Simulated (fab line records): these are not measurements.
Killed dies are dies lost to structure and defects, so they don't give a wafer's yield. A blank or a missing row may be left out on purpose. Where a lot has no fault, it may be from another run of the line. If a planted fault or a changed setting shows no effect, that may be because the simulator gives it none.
Matching of chambers | flow n5-finfet | 4 sister chambers for N5_BEOL_M9_ETCH_76 on rie-diel-05
The step etches underlayer in N2/H2, target depth 6.5 nm, time 5.2 s. 4 wafers are shown with their chamber, then 10 later ones without.

WAFERS WITH THEIR CHAMBER
wafer  | chamber | showerhead-plenum-p-Torr (Torr)
L085.1 | 3       | 2.69
L085.2 | 1       | 2.63
L085.4 | 0       | 2.55
L085.5 | 2       | 2.61

WAFERS WHOSE CHAMBER IS MISSING
wafer  | showerhead-plenum-p-Torr (Torr)
L085.6 | 2.63
L090.1 | 2.55
L090.2 | 2.63
L090.4 | 2.69
L091.1 | 2.55
L091.2 | 2.60
L091.4 | 2.68
L096.1 | 2.54
L096.5 | 2.68
L096.6 | 2.62

EACH ONE'S CHAMBER
wafer  | from the rows above     | in truth
L085.6 | 1                       | 1
L090.1 | 0                       | 0
L090.2 | 1                       | 1
L090.4 | 3                       | 3
L091.1 | 0                       | 0
L091.2 | 2                       | 2
L091.4 | 3                       | 3
L096.1 | 0                       | 0
L096.5 | 3                       | 3
L096.6 | can't be placed: 1 or 2 | 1
9 of 10 placed correctly. From these rows, 1 cannot be placed; in 1 the true chamber is one of the candidates. Number placed wrongly: 0.
How it was worked out, from the rows above alone: a wafer's distance from a chamber is the root of the sum, over the readings, of the square of ((its reading less the chamber's mean) divided by the reading's scatter). If the next closest chamber is less than 2 further off than the closest, the wafer can't be placed; otherwise it belongs to the closest. A chamber's mean is the mean of its shown wafers. The scatter: root of mean squared gap, hidden wafer to nearest shown wafer, with one shown wafer a chamber.
